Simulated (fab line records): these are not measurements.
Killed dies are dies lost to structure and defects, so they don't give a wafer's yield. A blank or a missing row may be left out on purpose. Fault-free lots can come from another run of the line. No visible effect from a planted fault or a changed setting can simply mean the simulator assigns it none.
Problem report, 8D (eight disciplines) form, completed by code + flow nandHarc + the parts of the form that need people (team, actions taken, sign-off) are left out

== 1. WHAT IS WRONG ==
rfFwdPowerW at NHARC_A_CONTACT_DEP_24 reads a mean of 1257.5 W on 2 wafers of 1 lot; wafers without a fault read 898.0 W with a standard deviation of 2.7. That is +99 or more standard deviations from the usual mean.
The step: deposits SiO2, target thk 500 nm.
First seen on wafer L823.3, day 27 08:47, on pecvd-02. At this step, 36 wafers from 12 lots have a number in the record. The rule behind "out" and "out of limits": a value lying over 4 standard deviations away from the usual mean. The other wafers with a number count as sound.

== 2. WHAT THIS IS AND IS NOT ==
| question                    | is                | is not                                                                    |
|-----------------------------|-------------------|---------------------------------------------------------------------------|
| which readings at this step | rfFwdPowerW       | heaterPowerW, throttleValvePct                                            |
| which lots                  | L823              | L808, L809, L811, L813, L814, L815, L817, L818, L821, L826, L830          |
| which wafers of those lots  | L823.3, L823.5    | L823.6                                                                    |
| read on which tools         | pecvd-02          | pecvd-01, pecvd-03                                                        |
| when                        | from day 27 08:47 | up to then (28 sound wafers); but 6 sound wafers of L826, L830 came after |

== 3. WHAT RULES OUT EACH SUSPECT ==
Counting: if a tool at a process step up to the reading ran every lot that is out, it stays a suspect. Sound lots after the first of them don't rule it out here, since some wafers of a struck lot are sound.
- rtpAnneal-02 at NHARC_A_WL_FILL_RTA_01 (time 5 s): kept. It processed L823, the lot that is out, at day 26 14:13, and its most recent sound lot before then was L821 at day 26 02:59.
- rieMetal-02 at NHARC_A_WL_FILL_ETCHBACK_05 (etches the open film in Cl2/BCl3, target depth 22 nm, time 60 s): kept. It processed L823, the lot that is out, at day 26 15:28, and its most recent sound lot before then was L821 at day 26 04:14.
- cvdW-01 at NHARC_A_WL_FILL_CVD_20 (deposits W, target thk 100 nm, time 74 s): kept. It processed L823, the lot that is out, at day 27 08:47, and its most recent sound lot before then was L818 at day 26 14:26. NHARC_A_WL_FILL_CVD_20 gives no start for some lots, so the hours and the order of its lots are those of NHARC_A_CONTACT_DEP_24.
- pecvd-02 at NHARC_A_CONTACT_DEP_24 (deposits SiO2, target thk 500 nm): kept. It processed L823, the lot that is out, at day 27 08:47, and its most recent sound lot before then was L821 at day 26 21:03. On those wafers its own readings are out: rfFwdPowerW.
- At NHARC_A_WL_FILL_CVD_20 on cvdW-01, chamber 1 took the sound wafers of the same lots and chamber 0 took the wafers that are out.
- At NHARC_A_CONTACT_DEP_24 on pecvd-02, chamber 2 took the sound wafers of the same lots and chamber 0 took the wafers that are out.
Left after counting: rtpAnneal-02 at NHARC_A_WL_FILL_RTA_01, rieMetal-02 at NHARC_A_WL_FILL_ETCHBACK_05, cvdW-01 at NHARC_A_WL_FILL_CVD_20, pecvd-02 at NHARC_A_CONTACT_DEP_24.

== 4. THE CAUSE (what the simulator had put in) ==
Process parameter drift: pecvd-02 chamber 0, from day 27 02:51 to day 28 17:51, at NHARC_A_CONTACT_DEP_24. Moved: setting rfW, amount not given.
This tool is one of the 4 suspects left after counting.

== 5. THE EFFECT CHAIN, in route order ==
Each row: a reading where the mean over the struck wafers with a number is more than 3 standard deviations away from the usual. Readings are gone through only where the record gives a usual standard deviation; hours: the median, over the lots, of the time from a lot's start at the first step in this table giving one to that lot's start at this step; sigmas: the change measured in usual standard deviations.
| hours | step                   | reading        | usual   | on struck wafers | change | sigmas      |
|-------|------------------------|----------------|---------|------------------|--------|-------------|
| 0     | NHARC_A_CONTACT_DEP_24 | rfFwdPowerW    | 898.0 W | 1257.5           | +359.5 | +99 or more |
| 0     | NHARC_A_CONTACT_DEP_24 | showerheadVppV | 1879 V  | 2126             | +246   | +3.6        |
Process steps it contains:
- NHARC_A_CONTACT_DEP_24: deposits SiO2, target thk 500 nm.

== 6. WHAT WOULD HAVE CAUGHT IT SOONER ==
In this record the first reading out of limits was taken at day 27 08:47, 6 hours after the fault began at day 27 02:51.
